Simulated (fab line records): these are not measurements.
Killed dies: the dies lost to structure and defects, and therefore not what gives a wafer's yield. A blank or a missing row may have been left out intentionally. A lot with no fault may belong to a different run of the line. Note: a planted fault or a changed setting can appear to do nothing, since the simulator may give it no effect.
Matching of chambers ; flow nand harc ; NHARC_A_STAIRCASE_DESCUM_186 on rie diel-03 has 4 sister chambers
The step chemistry O2, time 3 s. 8 wafers are shown with their chamber, then 7 later ones without.

== WAFERS, EACH WITH ITS CHAMBER ==
wafer;chamber;drypump motor current A (A);showerhead plenum p Torr (Torr)
L078.6;3;5.6;1.89
L082.1;0;5.2;1.77
L082.2;2;5.4;1.94
L082.5;3;5.6;1.89
L084.1;2;5.4;1.94
L084.6;1;5.8;2.05
L085.1;1;5.9;2.05
L085.2;0;5.2;2.07

== WAFERS MISSING THEIR CHAMBER ==
wafer;drypump motor current A (A);showerhead plenum p Torr (Torr)
L085.4;5.6;1.89
L092.4;5.5;1.93
L092.5;5.2;2.07
L092.6;5.8;2.04
L094.1;5.4;1.93
L094.3;5.7;1.88
L094.4;5.8;2.04

== EACH ONE'S CHAMBER ==
wafer;from the rows above;in truth
L085.4;3;3
L092.4;can't be placed: 2 or 3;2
L092.5;0;0
L092.6;1;1
L094.1;2;2
L094.3;can't be placed: 3 or 1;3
L094.4;1;1
Correct placement for 5 of the 7. Cannot be placed on the basis of these rows: 2; the candidates contain the true chamber in 2. Number placed wrongly: 0.
How it was worked out, from the rows above alone: a wafer's distance from a chamber is the root of the sum, over the readings, of the square of ((its reading less the chamber's mean) divided by the reading's scatter). If the next closest chamber is less than 2 further off than the closest, the wafer can't be placed; otherwise it belongs to the closest. For every chamber, the mean is computed from those of its wafers that are shown. The scatter: the root of (the sum of the squares of (reading less its chamber's mean) over the shown wafers, divided by (wafers less chambers)).
